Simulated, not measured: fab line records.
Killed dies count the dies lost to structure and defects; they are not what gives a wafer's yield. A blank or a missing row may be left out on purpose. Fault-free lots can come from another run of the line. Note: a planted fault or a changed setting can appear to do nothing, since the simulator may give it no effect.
Which of the tools did it? ; flow nand_harc ; 45 wafers from 15 lots sampled at 3 of the route's 1159 steps

WHAT EACH GAUGE READ, for each wafer
The record holds no reading of a measuring or inspecting step that can be judged against a usual standard deviation.

TOOL THAT RAN EACH LOT (tool first, then ch and the chambers of the sampled wafers, then the start)
lot;NHARC_A_M1_PRE_CLEAN_30;NHARC_A_BONDPAD_CMP_29;NHARC_A_BONDPAD_EXPOSE_06
L913;pvd_sputter-02, day 18 01:01 or earlier;cmp-01 ch 0,1,2, day 18 01:01;krf_scanner-02 ch 0, day 18 01:40
L916;pvd_sputter-03, day 18 05:27 or earlier;cmp-01 ch 0,2,3, day 18 05:27;krf_scanner-04 ch 0, day 18 06:09
L912;pvd_sputter-03, day 18 07:55 or earlier;cmp-01 ch 2,3, day 18 07:55;krf_scanner-02 ch 0, day 18 08:27
L917;pvd_sputter-02, day 18 10:16 or earlier;cmp-01 ch 0,2, day 18 10:16;krf_scanner-02 ch 0, day 18 10:50
L914;pvd_sputter-01, day 18 13:25 or earlier;cmp-03 ch 0,3, day 18 13:25;krf_scanner-01 ch 0, day 18 14:05
L918;pvd_sputter-01, day 19 01:01 or earlier;cmp-03 ch 2,3, day 19 01:01;krf_scanner-02 ch 0, day 19 01:41
L919;pvd_sputter-01, day 19 05:53 or earlier;cmp-02 ch 0,1,2, day 19 05:53;krf_scanner-01 ch 0, day 19 06:28
L920;pvd_sputter-02, day 19 21:58 or earlier;cmp-02 ch 0,1,3, day 19 21:58;krf_scanner-02 ch 0, day 19 22:39
L923;pvd_sputter-01, day 20 08:50 or earlier;cmp-02 ch 0,1,2, day 20 08:50;krf_scanner-01 ch 0, day 20 09:22
L922;pvd_sputter-01, day 20 10:09 or earlier;cmp-01 ch 0,1,3, day 20 10:09;krf_scanner-02 ch 0, day 20 10:49
L930;pvd_sputter-01, day 22 12:37 or earlier;cmp-01 ch 1,3, day 22 12:37;krf_scanner-04, day 22 13:08
L931;pvd_sputter-03, day 22 13:08 or earlier;cmp-02 ch 0,2,3, day 22 13:08;krf_scanner-02, day 22 13:46
L934;pvd_sputter-02, day 23 02:32 or earlier;cmp-02 ch 1,2,3, day 23 02:32;krf_scanner-01 ch 0, day 23 03:13
L932;pvd_sputter-01, day 23 08:22 or earlier;cmp-02 ch 1,2,3, day 23 08:22;krf_scanner-01, day 23 08:53
L935;pvd_sputter-03, day 24 06:26 or earlier;cmp-01 ch 0,1,2, day 24 06:26;krf_scanner-04 ch 0, day 24 07:04
- NHARC_A_M1_PRE_CLEAN_30: time 30 s.
- NHARC_A_BONDPAD_CMP_29: polishes SiCN, target thk 200 nm.
- NHARC_A_BONDPAD_EXPOSE_06: exposes mask A BPAD.

WHAT THE TOOLS THEMSELVES READ (means of the sampled wafers that have a number; where no wafer has one, the mark that the record gives instead)
NHARC_A_M1_PRE_CLEAN_30.
lot;tool;heater_power_w (W)
L913;pvd_sputter-02;398
L916;pvd_sputter-03;375
L912;pvd_sputter-03;371
L917;pvd_sputter-02;394
L914;pvd_sputter-01;415
L918;pvd_sputter-01;431
L919;pvd_sputter-01;427
L920;pvd_sputter-02;424
L923;pvd_sputter-01;406
L922;pvd_sputter-01;414
L930;pvd_sputter-01;411
L931;pvd_sputter-03;381
L934;pvd_sputter-02;407
L932;pvd_sputter-01;441
L935;pvd_sputter-03;370

NHARC_A_BONDPAD_CMP_29.
lot;tool;motor_current_A (A);slurry_filter_dp_kPa (kPa)
L913;cmp-01;12.1;13.46
L916;cmp-01;11.9;13.51
L912;cmp-01;11.8;13.55
L917;cmp-01;12.3;13.48
L914;cmp-03;11.1;13.44
L918;cmp-03;11.1;13.54
L919;cmp-02;11.5;13.59
L920;cmp-02;10.5;13.56
L923;cmp-02;11.3;13.53
L922;cmp-01;11.2;13.47
L930;cmp-01;11.1;13.49
L931;cmp-02;11.4;13.47
L934;cmp-02;11.7;13.52
L932;cmp-02;11.5;13.41
L935;cmp-01;11.9;13.61

NHARC_A_BONDPAD_EXPOSE_06.
lot;tool;exposure_dose_mJ_cm2;focus_offset_nm (nm)
L913;krf_scanner-02;36.96;0.2
L916;krf_scanner-04;36.97;0.2
L912;krf_scanner-02;37.05;-0.9
L917;krf_scanner-02;37.01;-0.0
L914;krf_scanner-01;36.87;-0.6
L918;krf_scanner-02;36.95;0.7
L919;krf_scanner-01;36.89;0.1
L920;krf_scanner-02;37.00;0.5
L923;krf_scanner-01;36.92;-0.3
L922;krf_scanner-02;36.96;0.2
L930;krf_scanner-04;-;-
L931;krf_scanner-02;-;-
L934;krf_scanner-01;36.93;-0.5
L932;krf_scanner-01;-;-
L935;krf_scanner-04;36.94;0.6

THE ANSWER, worked out from the rows above alone
Rule: usual is defined by the lots themselves. The widest of any qualifying gaps counts: lots, ordered by their means at a reading, are off when they make up no more than a third of the lots, leave a main group of 4 or more, and stand apart from it by 3 or more times the standard deviation of that group's means. A main group whose means are all the same, to the digits that the tables above print for the reading, isn't used. A lot without any number at a reading at which 4 lots or more have one is off too. The other lots that the step has rows for count as sound. The gauges are gone through in route order, then the tools' own readings, and for those a lot's mean is taken as printed above. At the first step where some lot is off, the reading lying furthest off is the one used; lots without a number count as furthest.
Off: L930, L931, L932 (NHARC_A_BONDPAD_EXPOSE_06, exposure_dose_mJ_cm2). Without a number there: L930, L931, L932. The main group has a mean of 36.95 with a standard deviation of 0.048.
If a tool, at that step or one of the process steps before it, ran each lot that is off and ran no sound lot following the first of them, it fits. NHARC_A_M1_PRE_CLEAN_30: start missing for some lots; hours and lot order therefore follow NHARC_A_BONDPAD_CMP_29. Not one of the candidates tried fits.

WHAT HAD BEEN PUT IN BY THE SIMULATOR
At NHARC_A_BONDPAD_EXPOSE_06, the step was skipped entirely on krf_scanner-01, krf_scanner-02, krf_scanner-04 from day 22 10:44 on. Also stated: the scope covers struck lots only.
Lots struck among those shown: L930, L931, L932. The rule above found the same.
